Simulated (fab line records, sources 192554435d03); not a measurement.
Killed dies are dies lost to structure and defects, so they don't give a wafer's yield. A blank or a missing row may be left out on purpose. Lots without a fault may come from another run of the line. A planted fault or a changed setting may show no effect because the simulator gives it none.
fab line records | flow n5_finfet
record lots=5 wafers=15 last_day=18
route steps=1938 shown BEOL_M4@1050 PASSIVATION@1936
lots that met no fault: from a run of the same line without faults
start_h: hours from the record's first day to the start of the lot's first wafer shown | wait_h: hours since the lot's step before | " the same as in the row above | L1.1+2: a row that stands for several wafers | - no value, or no start given | * or withheld: withheld | < > ~ a bound
route shown NAME@n: a module of which the file shows steps, and the number in the route of the first | usual: mean/standard deviation of fault-free wafers | same: alike in all rows | chamber/n: place in a boat | sites: the reading at each site | _std_site: their standard deviation | _edge_site: outer sites' mean less inner sites' | radius_mm: how far each site lies from the wafer's centre | mask NAME#n: copy n | behind: the tool/chamber that last shaped the wafer | hold: why the lot was held/for how many hours/how that ended | device: the transistor (n, p or np) that didn't switch | end of line: the same wafers' tests at the end of the route | a step without rows: its recipe alone | killed: dies lost to structure and defects at the first sort, not the wafer's yield | map: a wafer's dies, x killed, . not, _ none there
set.NAME: the setting as run; set.NAME@STEP: as run at that earlier step | model.NAME: the simulator's own value behind a step, which no gauge read
lots at some steps of the route; a table a step, a row a wafer
services: from which hour (start_h, from the record's first day; less than 0 if before it) a tool's chamber was out of use, for how many hours, and why
## steps
# step N5_BEOL_M4_COAT_22
# recipe resist=CAR-EUV spin_rpm=1500 resist_thk_nm=30
# step N5_BEOL_M4_EBR_24
# recipe solvent=PGMEA ebr_width_mm=1.5
# step N5_BEOL_M4_SOFTBAKE_23
# recipe temp_c=110 time_s=60 resist=CAR-EUV
# step N5_BEOL_M4_EXPOSE_25
# recipe mask_id=V3 na=0.33 source_shape=quasar sigma_inner=0.2 sigma_outer=0.8 polarization=unpolarized defocus_nm=5 dose_mj=63
# step N5_BEOL_M4_PEB_26
# recipe peb_temp_c=100 peb_time_s=60 resist=CAR-EUV
# step N5_BEOL_M4_DEVELOP_27
# recipe develop_time_s=30 developer=TMAH resist=CAR-EUV rinse_liquid=surfactant_rinse dry=air_spin dev_temp_c=23
# step N5_BEOL_M4_CD_MEAS_28
# recipe target_cd_nm=26.2 landing_energy_ev=500 detector=se_inlens target_cd_y_nm=24.1 polarity=opening
# usual cd_nm=26.14/0.24
# same landing_energy_ev=500
# columns lot.wafer tool chamber start_h wait_h cd_nm
L513.2 cd_sem-03 0 166.93 - 26.03
L513.3 " 0 " " 26.05
L513.6 " 0 " " 26.57
L514.1 cd_sem-03 0 186.58 - 26.20
L514.4 " 0 " " 25.84
L514.5 " 0 " " 26.35
L520.1 cd_sem-02 0 202.08 - 25.77
L520.4 " 0 " " 26.34
L520.5 " 0 " " 25.61
L534.2 cd_sem-03 0 298.77 - 25.96
L534.3 " 0 " " 26.18
L534.6 " 0 " " 25.86
L535.2 cd_sem-01 0 300.58 - 26.05
L535.3 " 0 " " 26.26
L535.5 " 0 " " 26.67
# step N5_BEOL_M4_OVL_MEAS_29
# recipe points_per_wafer=522
# usual V3_OVL=0.2/0.57
# same points_per_wafer=522
# columns lot.wafer tool chamber start_h wait_h V3_OVL[nm]
L513.2 overlay-01 0 166.97 0.0 0.8
L513.3 " 0 " " 0.6
L513.6 " 0 " " 0.2
L514.1 overlay-01 0 186.61 0.0 -0.4
L514.4 " 0 " " -0.8
L514.5 " 0 " " -0.2
L520.1 overlay-02 0 202.11 0.0 0.1
L520.4 " 0 " " -0.7
L520.5 " 0 " " -0.3
L534.2 overlay-02 0 298.80 0.0 -0.8
L534.3 " 0 " " -0.4
L534.6 " 0 " " -0.5
L535.2 overlay-01 0 300.61 0.0 -0.5
L535.3 " 0 " " -0.5
L535.5 " 0 " " 0.6
# step N5_BEOL_M4_INSPECT_30
# recipe mode=adi inspect_instrument=brightfield
# usual raw_defect_count=374/97
# columns lot.wafer tool chamber start_h wait_h raw_defect_count
L513.2 defect_inspect-01 - 167.02 0.0 374
L513.3 " - " " 282
L513.6 " - " " 267
L514.1 defect_inspect-02 - 186.67 0.1 406
L514.4 " - " " 527
L514.5 " - " " 519
L520.1 defect_inspect-01 - 202.17 0.1 337
L520.4 " - " " 371
L520.5 " - " " 368
L534.2 defect_inspect-02 - 298.86 0.0 381
L534.3 " - " " 560
L534.6 " - " " 426
L535.2 defect_inspect-02 - 300.67 0.0 693
L535.3 " - " " 445
L535.5 " - " " 447
# step N5_BEOL_M4_DESCUM_33
# recipe chemistry=O2 time_s=7 source_power_w=50 bias_power_w=20 pressure_mtorr=20 rf_frequency_hz=2.712e+07 temp_c=40 resist=CAR-EUV o2_flow_sccm=225
# step N5_BEOL_M4_ETCH_77
# recipe chemistry=N2/H2 target=underlayer target_depth_a=65 mask_material=CAR-EUV time_s=5.2 ion_energy_ev=200 pressure_mtorr=30 source_w=840 bias_w=150 n2_flow_sccm=200 h2_flow_sccm=200 ends=cleared
# step N5_BEOL_M4_ETCH_69
# recipe chemistry=CF4 target=SiARC target_depth_a=156 mask_material=CAR-EUV time_s=26 ion_energy_ev=80 pressure_mtorr=40 source_w=545 bias_w=36 Ar_flow_sccm=100 cf4_flow_sccm=100 ends=cleared
# usual bias_w=35.99/0.12 drypump_motor_current_A=5.7/0.44 etch_rf_on_time_s=26.2/0.6 oes_product_au=0.65/0.075 rf_vpp_V=184.0/1.4 showerhead_plenum_p_Torr=2.14/0.1 throttle_valve_pct=15.69/0.2
# columns lot.wafer tool chamber start_h wait_h bias_w drypump_motor_current_A etch_rf_on_time_s oes_product_au rf_hours_counter_h rf_vpp_V showerhead_plenum_p_Torr throttle_valve_pct
L513.2 rie_diel-06 0 167.14 0.0 36.00 6.0 27.4 0.65 140 185.2 2.22 15.58
L513.3 " 3 " " 35.74 5.7 26.3 0.68 125 185.4 2.24 15.71
L513.6 " 2 " " 36.01 5.5 25.3 0.61 - 183.3 2.04 15.68
L514.1 rie_diel-06 2 186.75 0.0 35.83 5.6 25.6 0.61 214 181.1 2.03 15.69
L514.4 " 1 " " 36.05 5.7 25.6 0.61 242 184.0 2.13 16.02
L514.5 " 2 " " 35.95 5.6 25.7 0.60 - 183.1 2.03 15.70
L520.1 rie_diel-01 2 202.27 0.0 35.76 6.4 26.0 0.58 238 185.3 2.19 15.66
L520.4 " 1 " " 35.92 6.1 27.0 0.60 204 184.9 2.13 15.94
L520.5 " 3 " " 35.66 5.3 26.9 0.60 - 183.0 2.12 15.66
L534.2 rie_diel-05 0 298.94 0.0 35.99 5.3 26.6 0.61 201 182.4 1.96 15.94
L534.3 " 1 " " 36.17 6.6 25.4 0.77 53 185.7 2.27 15.72
L534.6 " 2 " " 36.02 5.5 25.9 0.76 - 185.5 2.27 15.27
L535.2 rie_diel-05 0 300.77 0.0 36.05 5.3 26.5 0.61 202 181.8 1.96 15.91
L535.3 " 2 " " 36.14 5.5 26.3 0.76 27 185.3 2.27 15.26
L535.5 " 1 " " 36.05 6.6 25.2 0.76 - 186.0 2.28 15.73
# step N5_BEOL_M4_ALD_98
# recipe material=SiO2 target_thk_a=25 temp_c=100 ald_precursor_family=BDEAS ald_co_reactant=O2-plasma pulse_time_s=1 co_reactant_pulse_time_s=1 purge_time_s=2 co_reactant_purge_time_s=2 ald_cycles=17 pressure_torr=2
# usual heater_power_w=76/7.4 precursor_pulse_height_rel=1.000/0.017
# columns lot.wafer tool chamber start_h wait_h heater_power_w precursor_pulse_height_rel
L513.2 ald_sin-02 1 167.22 0.1 68 0.976
L513.3 " 2 " " 79 1.012
L513.6 " 1 " " 66 0.970
L514.1 ald_sin-03 3 186.94 0.2 79 0.998
L514.4 " 2 " " 72 1.028
L514.5 " 0 " " 85 1.000
L520.1 ald_sin-02 1 202.40 0.1 66 0.989
L520.4 " 2 " " 78 1.003
L520.5 " 2 " " 80 1.009
L534.2 ald_sin-04 2 299.02 0.1 88 0.995
L534.3 " 3 " " 89 0.980
L534.6 " 2 " " 89 1.001
L535.2 ald_sin-03 1 300.85 0.1 70 1.007
L535.3 " 0 " " 87 1.028
L535.5 " 1 " " 69 0.989
# step N5_BEOL_M4_ETCHBACK_99
# recipe chemistry=CHF3 target=SiO2 target_depth_a=50 time_s=10.4 source_w=215 bias_w=47 Ar_flow_sccm=200 CHF3_flow_sccm=12 ion_energy_ev=100 pressure_mtorr=30
# step N5_BEOL_M4_ETCH_70
# recipe chemistry=N2/H2 target=SOC target_depth_a=800 overetch_a=240 mask_material=SiARC temp_c=40 time_s=130 ion_energy_ev=200 pressure_mtorr=30 source_w=840 bias_w=150 n2_flow_sccm=200 h2_flow_sccm=200
# usual bias_w=150.0/0.45 drypump_motor_current_A=5.8/0.42 oes_product_au=0.57/0.063 rf_vpp_V=524.0/2.9 showerhead_plenum_p_Torr=2.55/0.1 temp_c=39.98/0.12 throttle_valve_pct=17.83/0.24
# columns lot.wafer tool chamber start_h wait_h bias_w drypump_motor_current_A oes_product_au rf_hours_counter_h rf_vpp_V showerhead_plenum_p_Torr temp_c throttle_valve_pct
L513.2 rie_diel-01 1 168.15 0.0 150.0 6.1 0.53 191 524.0 2.54 39.98 18.11
L513.3 " 2 " " 148.9 6.4 0.51 225 526.4 2.61 39.86 17.71
L513.6 " 3 " " 150.5 5.3 0.54 - 524.0 2.53 39.91 17.82
L514.1 rie_diel-01 3 187.84 0.0 149.8 5.3 0.53 220 523.9 2.53 40.04 17.84
L514.4 " 0 " " 150.2 5.5 0.58 84 523.0 2.57 40.14 17.58
L514.5 " 3 " " 150.3 5.3 0.52 - 522.7 2.53 40.06 17.84
L520.1 rie_diel-06 0 217.08 0.0 150.0 6.0 0.56 157 526.3 2.64 39.89 17.89
L520.4 " 0 " " 150.0 6.0 0.56 - 526.7 2.64 39.98 17.89
L520.5 " 2 " " 150.0 5.6 0.50 - 519.1 2.41 39.93 17.94
L534.2 rie_diel-01 2 304.64 0.0 150.6 6.4 0.66 20 525.8 2.59 40.11 17.31
L534.3 " 0 " " 149.6 5.5 0.55 131 524.6 2.55 39.81 17.66
L534.6 " 3 " " 149.5 5.3 0.69 - 521.9 2.51 39.96 17.49
L535.2 rie_diel-01 0 310.45 0.0 149.4 5.4 0.55 133 522.3 2.55 39.90 17.69
L535.3 " 3 " " 150.5 5.3 0.69 9 522.3 2.51 40.13 17.48
L535.5 " 0 " " 149.8 5.4 0.55 - 523.8 2.55 39.84 17.69
# step N5_BEOL_M4_STRIP_71
# recipe chemistry=N2/H2 temp_c=40 n2_flow_sccm=200 h2_flow_sccm=200 rf_frequency_hz=6e+07
# step N5_BEOL_M4_STRIP_78
# recipe chemistry=N2/H2 temp_c=40 n2_flow_sccm=200 h2_flow_sccm=200 rf_frequency_hz=6e+07
# step N5_BEOL_M4_VIA_ETCH_34
# recipe chemistry=C4F6/O2 target_depth_a=694 mask_material=SOC pressure_mtorr=15 ion_energy_ev=250 taper_deg=4 time_s=65.9 source_w=350 bias_w=170 Ar_flow_sccm=300 C4F6_flow_sccm=10 O2_flow_sccm=10
# step N5_BEOL_M4_STRIP_83
# recipe chemistry=C4F6/O2 resist=SiARC rf_frequency_hz=6e+07
# step N5_BEOL_M4_STRIP_36
# recipe chemistry=N2/H2 power_w=450 temp_c=40 pressure_mtorr=20 rf_frequency_hz=6e+07 overash_fraction=0.3 bias_power_w=7 h2_frac=0.5 n2_flow_sccm=200 h2_flow_sccm=200
# step N5_BEOL_M4_TRENCH_ETCH_37
# recipe chemistry=C4F6/O2 target_depth_a=555.55 target=SiOC time_s=29.2 ion_energy_ev=250 pressure_mtorr=30 source_w=355 bias_w=185 Ar_flow_sccm=300 C4F6_flow_sccm=10 O2_flow_sccm=10
# step N5_BEOL_M4_ETCH_41
# recipe chemistry=CH3F/O2 target=SiCN target_depth_a=299 taper_deg=2 time_s=52.5 ion_energy_ev=120 mask_material=TiN pressure_mtorr=30 source_w=395 bias_w=75 Ar_flow_sccm=150 CH3F_flow_sccm=30 O2_flow_sccm=20
# step N5_BEOL_M4_STRIP_97
# recipe chemistry=N2/H2 time_s=10 power_w=450 temp_c=40 pressure_mtorr=20 rf_frequency_hz=6e+07 bias_power_w=7 n2_flow_sccm=200 h2_flow_sccm=200
# step N5_BEOL_M4_OCD_MEAS_38
# usual trench_depth_nm=55.1/1.2
# columns lot.wafer tool chamber start_h wait_h trench_depth_nm
L513.2 ocd-01 - 168.52 - 53.0
L513.3 " - " " 55.7
L513.6 " - " " 55.0
L514.1 ocd-02 - 188.20 - 53.4
L514.4 " - " " 54.0
L514.5 " - " " 54.1
L520.1 ocd-01 - 217.44 - 53.9
L520.4 " - " " 53.5
L520.5 " - " " 55.2
L534.2 ocd-01 - 305.01 - 56.9
L534.3 " - " " 54.5
L534.6 " - " " 56.6
L535.2 ocd-02 - 310.81 - 55.0
L535.3 " - " " 57.0
L535.5 " - " " 55.0
# step N5_BEOL_M4_HM_STRIP_39
# recipe chemistry=peroxide_tin_strip material=TiN target_depth_a=250 temp_c=50 time_s=158
# step N5_BEOL_M4_SRD_40
# recipe time_s=30 temp_c=23 rinse_liquid=diw dry=ipa_marangoni
# step N5_BEOL_M4_PRECLEAN_42
# recipe chemistry=residue_remover time_s=60 temp_c=40
# step N5_BEOL_M4_SRD_43
# recipe time_s=30 temp_c=23 rinse_liquid=diw dry=ipa_marangoni
# step N5_BEOL_M4_CD_MEAS_35
# recipe target_cd_nm=18 target_cd_y_nm=22.4 polarity=opening
# usual cd_nm=17.9/0.39
# columns lot.wafer tool chamber start_h wait_h cd_nm
L513.2 cd_sem-01 - 168.68 0.0 17.9
L513.3 " - " " 17.5
L513.6 " - " " 17.8
L514.1 cd_sem-01 - 188.36 0.0 17.9
L514.4 " - " " 17.8
L514.5 " - " " 17.9
L520.1 cd_sem-03 - 217.60 0.0 17.8
L520.4 " - " " 18.4
L520.5 " - " " 18.0
L534.2 cd_sem-03 - 305.16 0.0 17.5
L534.3 " - " " 17.7
L534.6 " - " " 17.7
L535.2 cd_sem-03 - 310.96 0.0 17.9
L535.3 " - " " 17.5
L535.5 " - " " 17.9
# step N5_BEOL_M4_DEGAS_44
# recipe ambient=vacuum temp_c=250 time_s=60
# step N5_BEOL_M4_PRE_CLEAN_45
# recipe gas=H2/He time_s=30 temp_c=250
# step N5_BEOL_M4_ALD_84
# recipe material=TaN target_thk_a=* temp_c=275 ald_precursor_family=PDMAT ald_co_reactant=NH3 pressure_torr=3 carrier_flow_sccm=1500 pulse_time_s=2 purge_time_s=3 co_reactant_purge_time_s=2 co_reactant_pulse_time_s=3 ald_cycles=30 precursor_vessel_temp_c=75 precursor_vessel_pressure_torr=26.25 precursor_vessel_carrier_sccm=1000
# step N5_BEOL_M4_SURFACE_TREAT_85
# recipe gas=Ar time_s=* ion_energy_ev=* ion_current_ma_cm2=0.5 pressure_mtorr=* ar_flow_sccm=30
# step N5_BEOL_M4_CVD_47
# recipe material=Co target_thk_a=30 temp_c=withheld precursor=CCTBA/H2 pressure_torr=30 time_s=223.8
# step N5_BEOL_M4_SPUTTER_48
# recipe material=Cu target_thk_a=45 temp_c=-20 chamber_pressure_pa=0.07 power_w=withheld time_s=8.29
# step N5_BEOL_M4_ANNEAL_49
# recipe temp_c=400 time_s=240 ambient=vacuum
# step N5_BEOL_M4_SPUTTER_79
# recipe material=Cu target_thk_a=45 temp_c=-20 chamber_pressure_pa=0.07 power_w=withheld time_s=8.29
# step N5_BEOL_M4_ANNEAL_80
# recipe temp_c=400 time_s=240 ambient=vacuum
# usual heater_power_w=794/97
# columns lot.wafer tool chamber start_h wait_h heater_power_w
L513.2 pvd_sputter-01 - 170.33 0.0 767
L513.3 " - " " 728
L513.6 " - " " 769
L514.1 pvd_sputter-03 - 189.71 0.0 830
L514.4 " - " " 828
L514.5 " - " " 831
L520.1 pvd_sputter-01 - 219.97 0.0 759
L520.4 " - " " 785
L520.5 " - " " 773
L534.2 pvd_sputter-02 - 307.06 0.0 999
L534.3 " - " " 667
L534.6 " - " " 652
L535.2 pvd_sputter-03 - 313.70 0.0 833
L535.3 " - " " 743
L535.5 " - " " 732
# step N5_BEOL_M4_SPUTTER_81
# recipe material=Cu target_thk_a=45 temp_c=-20 chamber_pressure_pa=0.07 power_w=withheld time_s=8.29
# step N5_BEOL_M4_ANNEAL_82
# recipe temp_c=400 time_s=240 ambient=vacuum
# usual heater_power_w=795/97
# columns lot.wafer tool chamber start_h wait_h heater_power_w
L513.2 pvd_sputter-01 - 170.55 0.0 775
L513.3 " - " " 757
L513.6 " - " " 739
L514.1 pvd_sputter-03 - 189.93 0.0 818
L514.4 " - " " 825
L514.5 " - " " 842
L520.1 pvd_sputter-01 - 220.19 0.0 744
L520.4 " - " " 826
L520.5 " - " " 762
L534.2 pvd_sputter-02 - 307.28 0.0 987
L534.3 " - " " 650
L534.6 " - " " 657
L535.2 pvd_sputter-03 - 313.92 0.0 836
L535.3 " - " " 756
L535.5 " - " " 753
# step N5_BEOL_M4_SPUTTER_86
# recipe material=Cu target_thk_a=45 temp_c=-20 chamber_pressure_pa=0.07 power_w=withheld time_s=8.29
# step N5_BEOL_M4_ANNEAL_87
# recipe temp_c=400 time_s=240 ambient=vacuum
# usual heater_power_w=795/95
# columns lot.wafer tool chamber start_h wait_h heater_power_w
L513.2 pvd_sputter-01 - 170.77 0.0 749
L513.3 " - " " 748
L513.6 " - " " 745
L514.1 pvd_sputter-03 - 190.15 0.0 824
L514.4 " - " " 805
L514.5 " - " " 839
L520.1 pvd_sputter-01 - 220.41 0.0 741
L520.4 " - " " 809
L520.5 " - " " 748
L534.2 pvd_sputter-02 - 307.50 0.0 1007
L534.3 " - " " 658
L534.6 " - " " 651
L535.2 pvd_sputter-03 - 314.14 0.0 826
L535.3 " - " " 764
L535.5 " - " " 750
# step N5_PASSIVATION_PROBE_49
# usual defect_limited_yield=90.9/1.5 killed_at_M0_to_M3=35/10 killed_at_M4_up=14/5.2 killed_at_contacts=13/7.3 killed_at_front_end=42/12 killed_at_other=3.4/2.5 killed_dies=108/18 killed_on_rim=14/4.2 killed_open=70/13 killed_short=35/8 sort_bin_5_function=5.4/1 sort_bin_6_memory=3.4/0.71 sort_n_pass=1072/18 sort_yield_pct=90.9/1.5
# same gross_dies=1180 killed_at_back_side=0 sort_bin_4_leakage[%]=0 sort_bin_8_speed[%]=0
# columns lot.wafer tool chamber start_h wait_h defect_limited_yield[%] killed_at_M0_to_M3 killed_at_M4_up killed_at_contacts killed_at_front_end killed_at_other killed_dies killed_on_rim killed_open killed_short sort_bin_5_function[%] sort_bin_6_memory[%] sort_n_pass sort_yield_pct[%]
L520.4 prober-02 - 325.52 0.2 77.5 58 151 11 35 10 265 21 77 42 14.2 6.1 915 77.5
L520.5 prober-02 - 325.57 0.2 79.2 46 157 12 27 3 245 15 85 20 12.7 4.9 935 79.2
# killed by level:class
L520.4 BEOL_M4:unspecified=140 BEOL_M1:geometric_particle:open=13 BEOL_M0_SAQP:geometric_particle:open=10 BEOL_M2:geometric_particle:open=10 BEOL_M0_SAQP:geometric_particle:short=9 MOL_CONTACT_COAG:geometric_particle:open=8 BEOL_M3:geometric_particle:open=7 FIN_SAQP:geometric_particle:short=6
L520.5 BEOL_M4:unspecified=139 BEOL_M3:geometric_particle:open=15 FIN_SAQP:geometric_particle:open=10 MOL_CONTACT_COAG:geometric_particle:open=9 BEOL_M1:geometric_particle:open=9 BEOL_M4:geometric_particle:open=8 BEOL_M0_SAQP:geometric_particle:open=7 BEOL_M2:geometric_particle:open=7
# map L520.4 (x killed, . not)
_________________............________________
______________..x.......x......x_____________
___________...x......x....x.....xx.__________
__________..x..x..xx................_________
________........x....................._______
_______.......x..x.............x...x..x______
______....x....x.......xx.............x._____
_____....x......x...............x.....xx.____
____..x....x...x.....x...xx..x...xx.....xx___
___...xx................x.................x__
___....x....x........x..................x..__
__.x.....x.....x..xx...x.....x.............._
__..x.......xxx.xxxxxxxxx........x...x......_
_.xx........xxxxxxxxxxx.x.....x...x....x.....
_......x...xxxxxxxxxxxx.....x........x....x..
_x..x...xxxxxxxxxxxxxx.....x.x..........xx...
_..x..x.xxx.xxxxxxxxxxx...x..x..........x....
_.........xx.xxxxxxxxxxx..........x..........
_....x...xxxxxxxxxxxxxx.x....x...............
_.x....x.xxxxxxxxxxxxxx..xx........x....x...x
_.........xxxxxxxxxxxx.x......x..............
__..........xxxxxxxxxx..x...x............x.._
__...........xxxx..xx.x.......x......x...x.._
___.x.........x.x.x.x......x....x.....x..xx__
___.........x...x..x.x.....................__
____........x........x....................___
_____..........x....x............x......x____
______.................................._____
_______.......x.....x..x...............______
________..............x........x.x...._______
__________......................x..x_________
___________.x......x...x...x.x.....__________
______________...............x.._____________
_________________.........x..________________
# map L513.3 (x killed, . not)
_________________....x.......________________
______________..............x.x._____________
___________...............x..x.x...__________
__________..x.....x.............x..._________
________x..x.......xx...........x....._______
_______................................______
______.x.x............x..............x.._____
_____.............................x......____
____...x.......x..........................___
___x..x.x..............x..x................__
___.....x.............x...x..x............x__
__..x..............x.......x.....x.........._
__.........x.........x........x.......x.x..._
_..x..x........xx......................x.....
_..................xx........................
_.x.x....x....x...x......x..................x
_.......................x......x..x.........x
_.............x...xx......xx.................
_.......x...........x...x..x......x..........
_.....x..x...................x...x...........
_.................x..........x.........x.....
__.....x......x................x......x....._
__...x.x......x............................._
___..x............x.......x...........x....__
___.....x.........................x.x......__
____......................................___
_____.....x........x.................x...____
______..........x.x.....xx............x._____
_______................................______
________...........x.............x.x.._______
__________..............x.......x..._________
___________........................__________
______________......x...x......x_____________
_________________..........xx________________
## services
# columns tool chamber start_h hours kind
pvd_sputter-03 - 149.97 2.2 repair
rie_diel-06 3 159.99 6.8 repair
ald_sin-04 - 176.75 14.0 pm
rie_diel-06 1 211.69 - clean
rie_diel-06 1 211.69 - consumable_replace:focus_ring
rie_diel-06 1 211.69 15.6 scheduled_down
rie_diel-06 1 211.69 15.6 vent_cycle
ald_sin-04 3 217.49 9.3 repair
rie_diel-05 1 221.26 6.6 repair
rie_diel-01 2 235.67 - clean
rie_diel-01 2 235.67 - consumable_replace:focus_ring
rie_diel-01 2 235.67 13.8 scheduled_down
rie_diel-01 2 235.67 13.8 vent_cycle
rie_diel-01 2 252.91 7.8 repair
ald_sin-02 1 253.99 2.6 repair
rie_diel-01 3 260.69 - clean
rie_diel-01 3 260.69 - consumable_replace:focus_ring
rie_diel-01 3 260.69 22.1 scheduled_down
rie_diel-01 3 260.69 22.1 vent_cycle
rie_diel-06 2 288.52 - clean
ald_sin-04 0 288.93 10.3 repair
pvd_sputter-01 - 297.03 20.4 repair
ald_sin-03 0 305.04 9.7 repair
rie_diel-06 3 309.61 11.3 repair
## key
first_sign step=N5_PASSIVATION_PROBE_49 reading=killed_at_M4_up direction=up sigmas=27 usual=14 struck=154
effect step=N5_PASSIVATION_PROBE_49 reading=defect_limited_yield direction=down sigmas=8.2 usual=90.9 struck=78.4
more_kills_born_at N5_BEOL_M4_ALD_98@ald_sin-02=279
met_at N5_BEOL_M4_ALD_98
struck_wafers L520.4,L520.5
onset_between 167.22 202.40
fault kind=chamber_particle_source tool=ald_sin-02 chamber=2 onset_h=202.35 steps=N5_BEOL_M4_ALD_98 rate_per_visit_cm2=1.3798 end_h=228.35
